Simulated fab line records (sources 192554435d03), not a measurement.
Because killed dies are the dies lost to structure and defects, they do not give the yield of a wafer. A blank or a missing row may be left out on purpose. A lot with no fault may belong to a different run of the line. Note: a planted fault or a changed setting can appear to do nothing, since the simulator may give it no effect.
A lot that was struck, set against a sound lot + flow n5Finfet + 39 steps out of a route of 1938
Sound: these wafers, L773.4, L773.5, L773.6. Wafers struck: L781.1, L781.3, L781.5. At the end, the cause is stated.
Per side, at each step with rows, come the tool, then ch with its chambers, and then its first start. Under that, the readings that differ: sound wafers + struck wafers + difference of the means + sigmas: that difference in standard deviations of wafers without a fault.
alike: same words and numbers on both sides, and readings whose means sit less than 2 such deviations apart. not compared: any withheld reading, any reading some wafer has no value for, any bound like >300 that may hide the same value, and any number with overlapping values for which the record gives no deviation.
The two part at a step that has a row with sigmas, a row that says differs or no value, or rows on one side only. Non-overlapping numbers with no deviation appear without sigmas and do not part them. Lack of a reading on every wafer of one side parts them only where that side has two or more wafers.

first, 11 steps without rows for these wafers: N5_FIN_SAQP_STRIP_74 (strips in CHF3/O2); N5_FIN_SAQP_MANDREL_ETCH_22 (etches a-Si in HBr/Cl2, stops on SiNx, target depth 60 nm, bt time 10 s, time 30 s); N5_FIN_SAQP_STRIP_55 (strips in N2/H2); N5_FIN_SAQP_STRIP_23 (strips in SPM, time 750 s); N5_FIN_SAQP_SRD_66 (time 30 s); N5_FIN_SAQP_RECESS_75 (chemistry HF/NH3, target SiO2, target depth 14.4 nm, afs cycles 3, sublimation time 60 s); N5_FIN_SAQP_SPACER1_ALD_24 (deposits SiO2, target thk 20.3 nm, pulse time 1 s, purge time 2 s); N5_FIN_SAQP_SPACER1_ETCHBACK_25 (etches SiO2 in CHF3/O2, target depth 24.4 nm, time 12.2 s); N5_FIN_SAQP_MANDREL1_REMOVE_56 (chemistry HBr/Cl2/O2, target a-Si, stops on SiNx, bt time 10 s); N5_FIN_SAQP_ETCH_57 (etches SiNx in CH3F/O2, target depth 32.5 nm, time 46.4 s); N5_FIN_SAQP_ETCH_65 (etches SiO2 in CF4, target depth 4 nm, time 4.4 s).
N5_FIN_SAQP_MANDREL_ETCH_58: etches a-Si in HBr/Cl2, stops on SiNx, target depth 45 nm, bt time 10 s, time 27 s.
  sound on rieSi-04 ch 0,2,3, day 4 06:35; struck on rieSi-04 ch 0,1,2, day 6 08:17
| reading                                     | sound            | struck     | difference | sigmas |
|---------------------------------------------|------------------|------------|------------|--------|
| model.SiNx_of_FIN_SAQP_HM_DEP_03.thkNm (nm) | 38.81 38.8 38.43 | 34 34 34.6 | -4         |        |
  alike: drypumpMotorCurrentA, oesProductAu, throttleValvePct
  not compared: rfHoursCounterH
then, 9 steps without rows for these wafers: N5_FIN_SAQP_RECESS_63 (chemistry HF/NH3, target SiO2, target depth 18 nm, afs cycles 3, sublimation time 60 s); N5_FIN_SAQP_COAT_68 (time 60 s, resist thk 100 nm); N5_FIN_SAQP_ETCH_69 (etches SOC in N2/H2, stops on SiNx, target depth 150 nm); N5_FIN_SAQP_ETCH_67 (etches SiNx in CH3F/O2, target depth 30 nm); N5_FIN_SAQP_STRIP_70 (strips in N2/H2); N5_FIN_SAQP_RECESS_71 (chemistry HF/NH3, target SiO2, target depth 3 nm, afs cycles 1, sublimation time 60 s); N5_FIN_SAQP_SPACER2_ALD_28 (deposits SiO2, target thk 8.1 nm, pulse time 1 s, purge time 2 s); N5_FIN_SAQP_SPACER2_ETCHBACK_29 (etches SiO2 in CHF3/O2, target depth 12.2 nm, time 6.1 s); N5_FIN_SAQP_MANDREL2_REMOVE_60 (chemistry HBr/Cl2/O2, target a-Si, stops on SiNx, bt time 10 s).
N5_FIN_SAQP_HM_OPEN_33: chemistry CH3F/O2, target SiNx, target depth 49.4 nm, time 70.6 s.
  sound on rieDiel-04 ch 0,2,3, day 4 08:13; struck on rieDiel-04 ch 1,2,3, day 6 10:05
| reading                 | sound            | struck            | difference | sigmas |
|-------------------------|------------------|-------------------|------------|--------|
| etchRfOnTimeS (s)       | 71.3 69.3 68.4   | 62.4 61.4 61.6    | -7.9       | -7     |
| model.etch.depthNm (nm) | 38.18 38.24 37.8 | 33.37 33.35 33.98 | -4.51      |        |
  alike: drypumpMotorCurrentA, oes_f_703_au, oesProductAu, rfVppV, showerheadPlenumPTorr, throttleValvePct
  not compared: rfHoursCounterH
then, 14 steps without rows for these wafers: N5_FIN_SAQP_ETCH_34 (etches SiO2 in C4F6/O2, target depth 45 nm, time 15 s); N5_FIN_SAQP_STRIP_77 (strips in N2/H2, time 90 s); N5_FIN_SAQP_ETCH_64 (etches SiO2 in CF4, target depth 1.5 nm); N5_FIN_SAQP_FIN_ETCH_36 (etches the open film in HBr/Cl2/O2, target depth 120 nm, time 50.4 s); N5_FIN_SAQP_PRECLEAN_38 (cleans in O3/DIW, time 45 s); N5_FIN_SAQP_PRECLEAN_45 (cleans in dHF, time 10 s); N5_FIN_SAQP_SRD_39 (time 30 s); N5_FIN_CUT_COAT_18 (time 60 s, resist thk 230 nm); N5_FIN_CUT_COAT_19 (time 60 s, resist thk 20 nm); N5_FIN_CUT_COAT_29 (time 60 s, resist thk 10 nm); N5_FIN_CUT_COAT_02 (resist thk 30 nm); N5_FIN_CUT_EBR_04; N5_FIN_CUT_SOFTBAKE_03 (time 60 s); N5_FIN_CUT_EXPOSE_05 (exposes mask FIN CUT).
N5_STI_FIN_REVEAL_RECESS_09: chemistry HF/NH3, target SiO2, afs cycles 11, target depth 42.5 nm, sublimation time 60 s.
  sound on vaporEtch-02 ch 0,1, day 4 16:47; struck on vaporEtch-01 ch 0,1, day 6 18:18
| reading                                     | sound          | struck         | difference | sigmas |
|---------------------------------------------|----------------|----------------|------------|--------|
| drypumpMotorCurrentA (A)                    | 6.04 5.94 6.04 | 5.32 5.64 5.34 | -0.57      | -2     |
| model.SiNx_of_FIN_SAQP_HM_DEP_03.thkNm (nm) | 19 18.8 18.4   | 14.2 14 15     | -4.3       |        |
  alike: forelinePTorr
-- the record jumps here: 6 days lie between the struck wafers' starts before and after (it left off in module STI_FIN_REVEAL and takes up again in module BEOL_M4, whose first step shown is number 1111 of the route) --
N5_BEOL_M4_RC_MEAS_101:
  sound on prober-02 ch 0, day 10 02:35; struck on prober-01 ch 0, day 12 14:03
  alike: DIBL_N, DIBL_P, IOFF_N, IOFF_P, ION_N, ION_P, SS_N, SS_P, VT_N, VT_P
N5_PASSIVATION_PROBE_49:
  the record holds rows for the sound wafers here (prober-02, day 14 09:54) but none for the struck ones

WHERE THEY PART
Earliest at N5_FIN_SAQP_HM_OPEN_33; latest, in this record, at N5_PASSIVATION_PROBE_49.

WHY: what the simulator had put in
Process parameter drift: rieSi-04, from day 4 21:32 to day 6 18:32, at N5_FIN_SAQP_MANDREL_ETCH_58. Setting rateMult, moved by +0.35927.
